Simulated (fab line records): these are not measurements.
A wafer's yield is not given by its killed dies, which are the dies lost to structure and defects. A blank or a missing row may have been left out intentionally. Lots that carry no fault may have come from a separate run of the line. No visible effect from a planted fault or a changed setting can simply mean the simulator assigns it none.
fab line records | flow nandHarc
record: lots: 6 | wafers: 18 | lastDay: 25
route steps=1159 shown A_M1@1038
lots with no fault: from the same line, run without faults
startH: hours from the record's first day to the start of the lot's first wafer shown | waitH: hours since the lot's step before | " identical to the entry in the row above | L1.1+2: a single row standing in for several wafers | - no value present, or no start provided | * or withheld: withheld | < > ~ a bound
route shown NAME@n: names a module that has steps shown in the file, with the first one's number in the route | usual: mean/standard deviation of fault-free wafers | same: alike in all rows | chamber/n: place in a boat | sites: per-site readings | _std_site: their standard deviation | _edge_site: the outer-site mean with the inner-site mean subtracted | radiusMm: how far each site lies from the wafer's centre | mask NAME#n: copy n | behind: tool/chamber where the wafer was last shaped | hold: why the lot was held/for how many hours/how that ended | device: the transistor (n, p or np) that didn't switch | end of line: tests run on the same wafers once the route is complete | a step without rows: its recipe alone | killed: dies that structure and defects cost at the first sort, which is not the same as the wafer's yield | map: shows each die of a wafer: x if killed, . if not, _ if none is there
set.NAME: the setting the step ran with; set.NAME@STEP: the setting that earlier step ran with | model.NAME: the simulator's own value behind a step, which no gauge read
lots at some steps of the route; a table a step, a row a wafer
services: the hour from which a tool's chamber was out of use, counted from the record's first day as startH (under 0 if before that day), plus the number of hours and why
== steps ==
step: NHARC_A_M1_INSPECT_11
usual: rawDefectCount: 35/15
lot.wafer | tool             | chamber | startH | waitH | rawDefectCount
L799.2    | defectInspect-01 | -       | 412.93 | 0.0   | 27
L799.4    | "                | -       | "      | "     | 35
L799.5    | "                | -       | "      | "     | 30
L809.1    | defectInspect-02 | -       | 464.91 | 0.0   | 26
L809.2    | "                | -       | "      | "     | 25
L809.5    | "                | -       | "      | "     | 32
L808.2    | defectInspect-01 | -       | 483.07 | 0.0   | 43
L808.4    | "                | -       | "      | "     | 41
L808.5    | "                | -       | "      | "     | 40
L816.2    | defectInspect-01 | -       | 517.31 | 0.0   | 49
L816.4    | "                | -       | "      | "     | 63
L816.5    | "                | -       | "      | "     | 65
L818.2    | defectInspect-02 | -       | 525.73 | 0.0   | 86
L818.3    | "                | -       | "      | "     | 59
L818.4    | "                | -       | "      | "     | 62
L821.1    | defectInspect-02 | -       | 539.28 | 0.0   | 49
L821.3    | "                | -       | "      | "     | 57
L821.4    | "                | -       | "      | "     | 43
step: NHARC_A_M1_DESCUM_14
recipe: timeS: 3 | o2FlowSccm: 200 | arFlowSccm: 0 | biasPowerW: 0 | chemistry: O2
usual: drypumpMotorCurrentA: 5.8/0.5 | oesProductAu: 1.006/0.014 | rfVppV: 57.8/0.84 | showerheadPlenumPTorr: 1.90/0.066 | throttleValvePct: 11.310/0.0082
lot.wafer | tool       | chamber | startH | waitH | drypumpMotorCurrentA | oesProductAu | rfHoursCounterH | rfVppV | showerheadPlenumPTorr | throttleValvePct
L799.2    | rieDiel-05 | 3       | 413.01 | 0.1   | 5.2                  | 1.012        | 4               | 57.9   | 1.80                  | 11.312
L799.4    | "          | 0       | "      | "     | 6.3                  | 1.014        | 4               | 58.2   | 1.89                  | 11.307
L799.5    | "          | 1       | "      | "     | 6.7                  | 0.987        | -               | 56.7   | 1.91                  | 11.318
L809.2    | rieDiel-12 | 3       | 464.97 | 0.1   | 5.6                  | 1.012        | 1               | 57.6   | 1.99                  | 11.314
L809.1    | "          | 2       | "      | "     | 5.6                  | 1.000        | 1               | 58.3   | 1.82                  | 11.306
L809.5    | "          | 0       | "      | "     | 5.0                  | 1.014        | -               | 58.2   | 1.93                  | 11.308
L808.4    | rieDiel-11 | 3       | 483.13 | 0.1   | 5.7                  | 1.011        | 8               | 57.9   | 1.89                  | 11.307
L808.2    | "          | 2       | "      | "     | 6.5                  | 1.008        | 8               | 57.5   | 1.88                  | 11.315
L808.5    | "          | 3       | "      | "     | 5.7                  | 1.012        | -               | 57.5   | 1.89                  | 11.314
L816.4    | rieDiel-05 | 3       | 517.37 | 0.1   | 5.2                  | 1.006        | 10              | 57.3   | 1.80                  | 11.321
L816.2    | "          | 0       | "      | "     | 6.4                  | 0.998        | 11              | 57.6   | 1.89                  | 11.319
L816.5    | "          | 3       | "      | "     | 5.2                  | 0.996        | -               | 56.6   | 1.80                  | 11.310
L818.4    | rieDiel-12 | 0       | 525.79 | 0.1   | 5.0                  | 1.024        | 3               | 57.1   | 1.93                  | 11.323
L818.3    | "          | 1       | "      | "     | 6.1                  | 1.021        | 3               | 58.3   | 2.06                  | 11.301
L818.2    | "          | 2       | "      | "     | 5.6                  | 1.006        | 3               | 57.2   | 1.82                  | 11.315
L821.4    | rieDiel-05 | 0       | 539.34 | 0.1   | 6.4                  | 1.000        | 2               | 58.1   | 1.89                  | 11.311
L821.1    | "          | 2       | "      | "     | 5.5                  | 0.996        | 2               | 56.5   | 1.90                  | 11.318
L821.3    | "          | 3       | "      | "     | 5.2                  | 1.007        | 2               | 57.9   | 1.80                  | 11.283
step: NHARC_A_M1_ETCH_35
recipe: targetDepthA: 400 | overetchA: 120 | timeS: 43.94 | ionEnergyEv: 200 | n2FlowSccm: 150 | h2FlowSccm: 150 | arFlowSccm: 0 | rfW: 400 | biasW: 150 | chemistry: N2/H2
usual: drypumpMotorCurrentA: 5.8/0.5 | oesProductAu: 1.006/0.012 | rfVppV: 430.0/2.1 | showerheadPlenumPTorr: 2.02/0.072 | throttleValvePct: 14.170/0.009
lot.wafer | tool       | chamber | startH | waitH | drypumpMotorCurrentA | oesProductAu | rfHoursCounterH | rfVppV | showerheadPlenumPTorr | throttleValvePct
L799.2    | rieDiel-05 | 3       | 413.08 | 0.1   | 5.2                  | 1.005        | 4               | 429.5  | 1.92                  | 14.165
L799.4    | "          | 0       | "      | "     | 6.4                  | 0.996        | 4               | 430.1  | 2.01                  | 14.168
L799.5    | "          | 0       | "      | "     | 6.4                  | 1.001        | -               | 430.5  | 2.01                  | 14.167
L809.1    | rieDiel-12 | 3       | 465.06 | 0.1   | 5.6                  | 1.018        | 1               | 432.6  | 2.13                  | 14.178
L809.2    | "          | 1       | "      | "     | 6.1                  | 1.011        | 1               | 434.5  | 2.20                  | 14.157
L809.5    | "          | 2       | "      | "     | 5.6                  | 0.996        | -               | 427.2  | 1.94                  | 14.161
L808.4    | rieDiel-11 | 0       | 483.22 | 0.1   | 5.5                  | 1.022        | 9               | 429.9  | 2.01                  | 14.175
L808.2    | "          | 2       | "      | "     | 6.5                  | 1.008        | 8               | 428.9  | 2.00                  | 14.179
L808.5    | "          | 0       | "      | "     | 5.5                  | 1.017        | -               | 429.9  | 2.01                  | 14.174
L816.2    | rieDiel-05 | 1       | 517.46 | 0.1   | 6.7                  | 0.985        | 13              | 429.5  | 2.03                  | 14.178
L816.4    | "          | 3       | "      | "     | 5.2                  | 1.014        | 10              | 426.7  | 1.91                  | 14.186
L816.5    | "          | 0       | "      | "     | 6.3                  | 1.003        | -               | 430.6  | 2.01                  | 14.170
L818.2    | rieDiel-12 | 1       | 525.87 | 0.1   | 6.1                  | 1.008        | 3               | 434.5  | 2.20                  | 14.169
L818.3    | "          | 2       | "      | "     | 5.6                  | 1.002        | 3               | 427.8  | 1.94                  | 14.167
L818.4    | "          | 3       | "      | "     | 5.6                  | 1.007        | 3               | 433.2  | 2.13                  | 14.166
L821.3    | rieDiel-05 | 1       | 539.44 | 0.1   | 6.7                  | 0.982        | 2               | 431.9  | 2.03                  | 14.172
L821.4    | "          | 2       | "      | "     | 5.5                  | 1.006        | 2               | 429.8  | 2.03                  | 14.164
L821.1    | "          | 3       | "      | "     | 5.2                  | 1.017        | 2               | 426.5  | 1.91                  | 14.168
step: NHARC_A_M1_ETCH_15
recipe: targetDepthA: 1825 | timeS: 91.2 | c4f8FlowSccm: withheld | arFlowSccm: 400 | rfW: 600 | biasW: 300 | chemistry: C4F8/Ar
step: NHARC_A_M1_CD_MEAS_16
usual: cdNm: 119.9/1.1
lot.wafer | tool     | chamber | startH | waitH | cdNm
L799.2    | cdSem-02 | -       | 413.30 | -     | 120.2
L799.4    | "        | -       | "      | "     | 120.3
L799.5    | "        | -       | "      | "     | 121.1
L809.1    | cdSem-03 | -       | 465.27 | -     | 119.7
L809.2    | "        | -       | "      | "     | 121.0
L809.5    | "        | -       | "      | "     | 119.3
L808.2    | cdSem-03 | -       | 483.44 | -     | 119.7
L808.4    | "        | -       | "      | "     | 116.6
L808.5    | "        | -       | "      | "     | 117.2
L816.2    | cdSem-03 | -       | 517.68 | -     | 119.4
L816.4    | "        | -       | "      | "     | 119.2
L816.5    | "        | -       | "      | "     | 118.7
L818.2    | cdSem-01 | -       | 526.10 | -     | 119.2
L818.3    | "        | -       | "      | "     | 118.0
L818.4    | "        | -       | "      | "     | 121.5
L821.1    | cdSem-01 | -       | 539.66 | -     | 120.1
L821.3    | "        | -       | "      | "     | 120.4
L821.4    | "        | -       | "      | "     | 119.1
step: NHARC_A_M1_STRIP_18
recipe: powerW: 1000 | n2FlowSccm: 150 | h2FlowSccm: 150 | arFlowSccm: 0 | biasW: 0 | chemistry: N2/H2
step: NHARC_A_M1_ETCH_28
recipe: targetDepthA: 300 | overEtchFrac: 0.3 | timeS: 72.99 | ionEnergyEv: 150 | cf4FlowSccm: 50 | n2FlowSccm: 100 | arFlowSccm: 150 | rfW: 300 | biasW: 100 | chemistry: CF4/N2
step: NHARC_A_M1_STRIP_19
recipe: timeS: 600 | tempC: 30 | chemistry: postEtchResidueRemover
step: NHARC_A_M1_DEGAS_29
recipe: tempC: 250 | timeS: 60
usual: heaterPowerW: 332/27
lot.wafer | tool          | chamber | startH | waitH | heaterPowerW
L799.4    | pvdSputter-03 | -       | 414.03 | -     | 311
L799.2    | "             | -       | "      | "     | 400
L799.5    | "             | -       | "      | "     | 318
L809.1    | pvdSputter-02 | -       | 465.99 | -     | 334
L809.2    | "             | -       | "      | "     | 331
L809.5    | "             | -       | "      | "     | 332
L808.2    | pvdSputter-01 | -       | 484.15 | -     | 306
L808.4    | "             | -       | "      | "     | 342
L808.5    | "             | -       | "      | "     | 307
L816.4    | pvdSputter-02 | -       | 518.40 | -     | 331
L816.2    | "             | -       | "      | "     | 322
L816.5    | "             | -       | "      | "     | 337
L818.3    | pvdSputter-02 | -       | 526.81 | -     | 328
L818.4    | "             | -       | "      | "     | 321
L818.2    | "             | -       | "      | "     | 335
L821.4    | pvdSputter-01 | -       | 540.37 | -     | 276
L821.3    | "             | -       | "      | "     | 332
L821.1    | "             | -       | "      | "     | 315
step: NHARC_A_M1_PRE_CLEAN_30
recipe: timeS: 30 | tempC: 280 | gas: H2/He
usual: heaterPowerW: 407/34
lot.wafer | tool          | chamber | startH | waitH | heaterPowerW
L799.4    | pvdSputter-03 | -       | -      | -     | 380
L799.2    | "             | -       | "      | "     | 394
L799.5    | "             | -       | "      | "     | 384
L809.1    | pvdSputter-02 | -       | -      | -     | 407
L809.2    | "             | -       | "      | "     | 407
L809.5    | "             | -       | "      | "     | 412
L808.4    | pvdSputter-01 | -       | -      | -     | 367
L808.2    | "             | -       | "      | "     | 389
L808.5    | "             | -       | "      | "     | 372
L816.4    | pvdSputter-02 | -       | -      | -     | 409
L816.2    | "             | -       | "      | "     | 404
L816.5    | "             | -       | "      | "     | 411
L818.3    | pvdSputter-02 | -       | -      | -     | 403
L818.4    | "             | -       | "      | "     | 406
L818.2    | "             | -       | "      | "     | 408
L821.4    | pvdSputter-01 | -       | -      | -     | 364
L821.1    | "             | -       | "      | "     | 343
L821.3    | "             | -       | "      | "     | 393
step: NHARC_A_M1_PVD_20
recipe: targetThkA: 50 | biasV: 168.6 | powerW: 15000 | chamberPressurePa: 0.12 | timeS: 8.06 | substrateTempC: 50 | material: TaN
step: NHARC_A_M1_PVD_21
recipe: targetThkA: 300 | chamberPressurePa: 5 | powerW: 5000 | substrateTempC: 30 | timeS: 20.49 | material: Cu
step: NHARC_A_M1_ECD_22
recipe: targetThkA: 4000 | bathTempC: 25 | material: Cu
lot.wafer  | tool     | chamber | startH | waitH
L799.2+4+5 | ecdCu-01 | 1       | 414.39 | -
L809.2+1+5 | ecdCu-01 | 1,0,1   | 466.35 | -
L808.2+4+5 | ecdCu-01 | 0       | 484.51 | -
L816.2+4+5 | ecdCu-02 | 0,1,1   | 518.80 | -
L818.2+3+4 | ecdCu-02 | 0,1,0   | 527.22 | -
L821.1+3+4 | ecdCu-01 | 1,0,1   | 540.78 | -
step: NHARC_A_M1_ANNEAL_31
recipe: tempC: 225 | timeS: 90
usual: wafer_temp_C_max: 226.3/0.31
lot.wafer | tool         | chamber | startH | waitH | wafer_temp_C_max
L799.2    | rtpAnneal-02 | 0       | 414.83 | 0.4   | 225.8
L799.4    | "            | 0       | "      | "     | 225.8
L799.5    | "            | 0       | "      | "     | 226.1
L809.1    | rtpAnneal-02 | 0       | 466.72 | -     | 226.1
L809.2    | "            | 0       | "      | "     | 226.3
L809.5    | "            | 0       | "      | "     | 225.9
L808.2    | rtpAnneal-01 | 0       | 484.95 | 0.4   | 226.7
L808.4    | "            | 0       | "      | "     | 226.4
L808.5    | "            | 0       | "      | "     | 226.7
L816.2    | rtpAnneal-01 | 0       | 519.18 | 0.3   | 227.1
L816.4    | "            | 0       | "      | "     | 226.3
L816.5    | "            | 0       | "      | "     | 226.6
L818.2    | rtpAnneal-01 | 0       | 527.60 | 0.3   | 226.5
L818.3    | "            | 0       | "      | "     | 226.5
L818.4    | "            | 0       | "      | "     | 225.7
L821.1    | rtpAnneal-02 | 0       | 541.11 | 0.3   | 225.8
L821.3    | "            | 0       | "      | "     | 226.3
L821.4    | "            | 0       | "      | "     | 226.6
step: NHARC_A_M1_CMP_23
recipe: tOverpolishS: 20 | targetThkNm: 154.34
usual: motorCurrentA: 12.2/1.4 | timeToEndpointS: 27/3.6
lot.wafer | tool   | chamber | startH | waitH | motorCurrentA | timeToEndpointS
L799.4    | cmp-01 | 1       | 415.12 | -     | 9.8           | 34
L799.2    | "      | 3       | "      | "     | 13.4          | 33
L799.5    | "      | 2       | "      | "     | 10.8          | 29
L809.1    | cmp-02 | 0       | 467.07 | -     | 13.2          | 51
L809.2    | "      | 3       | "      | "     | 9.9           | 45
L809.5    | "      | 0       | "      | "     | 13.0          | 48
L808.4    | cmp-04 | 3       | 485.24 | -     | 14.2          | 38
L808.2    | "      | 2       | "      | "     | 13.1          | 39
L808.5    | "      | 3       | "      | "     | 13.6          | 39
L816.4    | cmp-01 | 0       | 519.58 | -     | 11.8          | 22
L816.2    | "      | 1       | "      | "     | 9.8           | 29
L816.5    | "      | 0       | "      | "     | 11.3          | 25
L818.4    | cmp-04 | 0       | 527.90 | -     | 12.4          | 24
L818.3    | "      | 1       | "      | "     | 13.3          | 27
L818.2    | "      | 3       | "      | "     | 13.6          | 27
L821.4    | cmp-01 | 1       | 541.46 | -     | 10.1          | 31
L821.3    | "      | 2       | "      | "     | 10.2          | 27
L821.1    | "      | 0       | "      | "     | 12.3          | 32
step: NHARC_A_M1_THK_MEAS_24
recipe: thkMeasGauge: xrf
usual: thkNm: 153.6/1.8
lot.wafer | tool         | chamber | startH | waitH | thkNm
L799.2    | filmMetro-02 | -       | 415.44 | -     | 157.0
L799.4    | "            | -       | "      | "     | 157.5
L799.5    | "            | -       | "      | "     | 156.4
L809.1    | filmMetro-01 | -       | 467.39 | -     | 155.5
L809.2    | "            | -       | "      | "     | 154.0
L809.5    | "            | -       | "      | "     | 154.7
L808.2    | filmMetro-01 | -       | 485.55 | -     | 154.7
L808.4    | "            | -       | "      | "     | 153.1
L808.5    | "            | -       | "      | "     | 152.8
L816.2    | filmMetro-01 | -       | 519.89 | -     | 155.5
L816.4    | "            | -       | "      | "     | 154.2
L816.5    | "            | -       | "      | "     | 153.9
L818.2    | filmMetro-01 | -       | 528.22 | -     | 152.3
L818.3    | "            | -       | "      | "     | 152.6
L818.4    | "            | -       | "      | "     | 153.5
L821.1    | filmMetro-01 | -       | 541.77 | -     | 152.7
L821.3    | "            | -       | "      | "     | 151.5
L821.4    | "            | -       | "      | "     | 156.2
== services ==
tool          | chamber | startH | hours | kind
rieDiel-05    | 0       | 389.41 | 2.2   | repair
pvdSputter-02 | -       | 392.00 | 10.0  | pm
rieDiel-05    | 0       | 398.62 | -     | clean
cmp-04        | -       | 399.39 | 4.0   | pm
cmp-02        | -       | 422.60 | 4.0   | pm
cmp-01        | -       | 425.09 | 2.2   | repair
rieDiel-05    | 3       | 428.57 | 16.1  | repair
rieDiel-12    | -       | 428.78 | 2.9   | repair
cmp-02        | -       | 446.13 | 1.7   | repair
ecdCu-01      | -       | 448.17 | 8.0   | pm
rieDiel-05    | 1       | 452.48 | 8.6   | repair
cmp-01        | -       | 454.98 | 1.2   | repair
rieDiel-05    | -       | 455.33 | 0.5   | repair
pvdSputter-03 | -       | 458.00 | 10.0  | pm
cmp-01        | -       | 473.55 | 4.0   | pm
pvdSputter-02 | -       | 478.67 | 1.3   | repair
cmp-02        | -       | 480.82 | 2.7   | repair
cmp-04        | -       | 497.39 | 4.0   | pm
pvdSputter-01 | -       | 514.00 | 10.0  | pm
rieDiel-05    | -       | 517.62 | 9.0   | pm
cmp-02        | -       | 518.49 | 2.4   | repair
cmp-02        | -       | 520.98 | 4.0   | pm
cmp-01        | -       | 529.29 | 0.8   | repair
ecdCu-02      | -       | 532.09 | 8.0   | pm
== key ==
firstSign: step: NHARC_A_M1_CMP_23 | reading: timeToEndpointS | direction: up | sigmas: 4.4 | usual: * | struck: *
effect none on later readings
metAt NHARC_A_M1_ECD_22
struckWafers L808.2,L808.4,L808.5,L809.1,L809.2,L809.5
onsetBetween 414.39 466.35
fault: kind: processParameterDrift | tool: ecdCu-01 | chamber: - | onsetH: 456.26 | steps: NHARC_A_M1_ECD_22 | channel: targetThkA | offset: * | shape: step | endH: 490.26 | actsIn: * | stated: *
